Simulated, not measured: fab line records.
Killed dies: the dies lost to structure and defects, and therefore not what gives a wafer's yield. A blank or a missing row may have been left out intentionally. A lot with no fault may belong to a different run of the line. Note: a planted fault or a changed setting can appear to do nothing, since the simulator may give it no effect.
Matching of chambers -- flow nand harc -- pecvd-04 running NHARC_A_M0_DEP_32: 3 sister chambers
The step deposits SiCN, target thk 30 nm. 6 wafers are shown with their chamber, then 10 later ones without.

## WAFERS WITH THEIR CHAMBER
wafer,chamber,heater power w (W),susceptor temp C (C)
L080.2,2,534,370.16
L080.3,0,526,370.02
L082.4,0,551,369.80
L082.5,1,595,369.85
L083.3,1,597,370.12
L083.4,2,595,370.04

## WAFERS WHOSE CHAMBER IS MISSING
wafer,heater power w (W),susceptor temp C (C)
L083.6,584,370.35
L087.3,595,369.94
L087.5,560,370.26
L087.6,598,370.08
L088.3,526,370.20
L088.4,527,369.95
L088.5,663,370.13
L097.2,620,369.92
L097.3,498,370.04
L097.5,621,370.10

## WHICH CHAMBER EACH WENT THROUGH
wafer,from the rows above,in truth
L083.6,can't be placed: 2 or 1 or 0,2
L087.3,can't be placed: 1 or 2 or 0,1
L087.5,can't be placed: 2 or 1 or 0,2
L087.6,can't be placed: 1 or 2 or 0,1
L088.3,can't be placed: 2 or 0 or 1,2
L088.4,can't be placed: 0 or 2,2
L088.5,can't be placed: 1 or 2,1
L097.2,can't be placed: 1 or 2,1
L097.3,can't be placed: 0 or 2 or 1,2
L097.5,can't be placed: 1 or 2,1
Placed correctly: 0 of 10. Cannot be placed on the basis of these rows: 10; the candidates contain the true chamber in 10. Placed wrongly: 0.
How it was worked out, from the rows above alone: a wafer's distance from a chamber is the root of the sum, over the readings, of the square of ((its reading less the chamber's mean) divided by the reading's scatter). If the next closest chamber is less than 2 further off than the closest, the wafer can't be placed; otherwise it belongs to the closest. For every chamber, the mean is computed from those of its wafers that are shown. The scatter: take each reading less its chamber's mean, square it, sum over the shown wafers, divide by the number of wafers less the number of chambers, and take the root.
